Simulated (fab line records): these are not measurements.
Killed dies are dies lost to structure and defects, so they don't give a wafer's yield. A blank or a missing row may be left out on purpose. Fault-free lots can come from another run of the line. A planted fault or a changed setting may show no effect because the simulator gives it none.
Matching of chambers ; flow n5Finfet ; N5_BEOL_M5_ILD_DEP_00 on pecvd-02: 3 sister chambers
The step deposits SiCOH lowk from DEMS/porogen, target thk 140.64 nm, time 25.9 s. 6 wafers are shown with their chamber, then 8 later ones without.

## WAFERS WITH THEIR CHAMBER
wafer;chamber;heaterPowerW (W);showerheadPlenumPTorr (Torr)
L696.2;1;215;5.749
L696.6;0;283;5.723
L706.5;0;242;5.729
L709.4;1;213;5.738
L709.5;2;322;5.755
L708.3;2;291;5.746

## WAFERS WITH NO CHAMBER GIVEN
wafer;heaterPowerW (W);showerheadPlenumPTorr (Torr)
L708.4;256;5.723
L710.2;298;5.738
L710.5;300;5.765
L712.3;305;5.746
L712.6;304;5.765
L713.1;266;5.727
L713.3;295;5.764
L713.4;203;5.755

## CHAMBER TAKEN BY EACH
wafer;from the rows above;in truth
L708.4;0;0
L710.2;can't be placed: 2 or 0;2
L710.5;2;2
L712.3;2;2
L712.6;2;2
L713.1;0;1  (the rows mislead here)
L713.3;2;2
L713.4;1;1
Placed correctly: 6 of 8. These rows do not allow placing 1 (true chamber among the candidates in 1). Wrongly placed: 1.
How it was worked out, from the rows above alone: a wafer's distance from a chamber is the root of the sum, over the readings, of the square of ((its reading less the chamber's mean) divided by the reading's scatter). If the next closest chamber is less than 2 further off than the closest, the wafer can't be placed; otherwise it belongs to the closest. The mean given for a chamber averages the wafers shown for that chamber. The scatter: take each reading less its chamber's mean, square it, sum over the shown wafers, divide by the number of wafers less the number of chambers, and take the root.
